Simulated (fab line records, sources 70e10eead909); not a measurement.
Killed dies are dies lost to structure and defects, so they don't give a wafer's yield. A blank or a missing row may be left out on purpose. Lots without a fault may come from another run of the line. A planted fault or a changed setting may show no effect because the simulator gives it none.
A struck lot beside a sound one | flow nand_harc | 14 steps out of a route of 1302
Sound: wafers L586.2, L586.3, L586.5. Struck: wafer L596.2. (L596.1, L596.3 of the same lot were not struck and are left out.) The cause comes at the end.
At each step with rows: each side's tool, then ch and its chambers, then its first start. Under that, the readings that differ: sound wafers | struck wafers | difference of the means | sigmas: that difference in standard deviations of wafers without a fault.
alike: readings whose means differ by less than 2 such deviations, and words and numbers that are the same on both sides. not compared: withheld readings, readings that some wafer has no value for, bounds like >300 that may hide the same value, and numbers for which the record gives no deviation and whose values overlap.
The two part at a step that has a row with sigmas, a row that says differs or no value, or rows on one side only. Numbers that don't overlap but have no deviation are shown without sigmas and don't part them. A reading that every wafer of one side lacks parts them only if that side has two wafers or more.

NHARC_A_M1_DEGAS_29: time 60 s.
  sound on pvd_sputter-02, day 26 16:21; struck on pvd_sputter-02, day 31 01:59
  alike: heater_power_w
then, 1 step without rows for these wafers: NHARC_A_M1_PRE_CLEAN_30 (time 30 s).
NHARC_A_M1_PVD_20: deposits TaN, target thk 5 nm, time 8.06 s.
  sound on pvd_sputter-02; struck on pvd_sputter-02
  alike: throttle_valve_pct
then, 2 steps without rows for these wafers: NHARC_A_M1_PVD_21 (deposits Cu, target thk 30 nm, time 20.49 s); NHARC_A_M1_ECD_22 (material Cu, target thk 400 nm).
NHARC_A_M1_ANNEAL_31: time 90 s.
  sound on rtp_anneal-01 ch 0, day 26 17:08; struck on rtp_anneal-02 ch 0, day 31 02:44
  alike: wafer_temp_C_max
NHARC_A_M1_CMP_23: polishes, t overpolish 20 s, target thk 154.34 nm.
  sound on cmp-03 ch 0,2,3, day 26 17:29; struck on cmp-03 ch 1, day 31 03:04
  alike: motor_current_A, time_to_endpoint_s
NHARC_A_M1_THK_MEAS_24: measures by xrf.
  sound on film_metro-01, day 26 17:44; struck on film_metro-01, day 31 03:23
  alike: thk_nm
then, 1 step without rows for these wafers: NHARC_A_M1_SRD_25.
NHARC_A_M1_INSPECT_27:
  sound on defect_inspect-02, day 26 17:54; struck on defect_inspect-02, day 31 03:32
  alike: raw_defect_count
NHARC_A_M1_PRE_CLEAN_32: time 12 s.
  sound on pecvd-02 ch 0,1,2, day 26 17:58; struck on pecvd-03 ch 1, day 31 03:37
  reading            | sound       | struck | difference | sigmas
  heater_power_w (W) | 679 711 598 | 541    | -122       | -2
NHARC_A_M1_DEP_33: deposits SiCN, target thk 30 nm.
  sound on pecvd-02 ch 0,1,2, day 26 18:02; struck on pecvd-03 ch 1, day 31 03:41
  reading            | sound             | struck | difference | sigmas
  rf_fwd_power_W (W) | 449.8 447.8 449.5 | 521.0  | +72.0      | +51
  alike: heater_power_w, showerhead_vpp_V
then, 1 step without rows for these wafers: NHARC_A_BONDPAD_DEP_00 (deposits SiCN, target thk 250 nm).
-- the record jumps here: 2 days lie between the struck wafers' starts before and after (it left off in module A_BONDPAD and takes up again in module END, whose first step shown is number 1302 of the route) --
NHARC_END_SORT_01:
  the record has rows for the struck wafers here (prober-01 ch 0, day 33 03:47) and none for the sound ones

WHERE THEY PART
First at NHARC_A_M1_PRE_CLEAN_32; last, within this record, at NHARC_END_SORT_01.

WHY: what the simulator had put in
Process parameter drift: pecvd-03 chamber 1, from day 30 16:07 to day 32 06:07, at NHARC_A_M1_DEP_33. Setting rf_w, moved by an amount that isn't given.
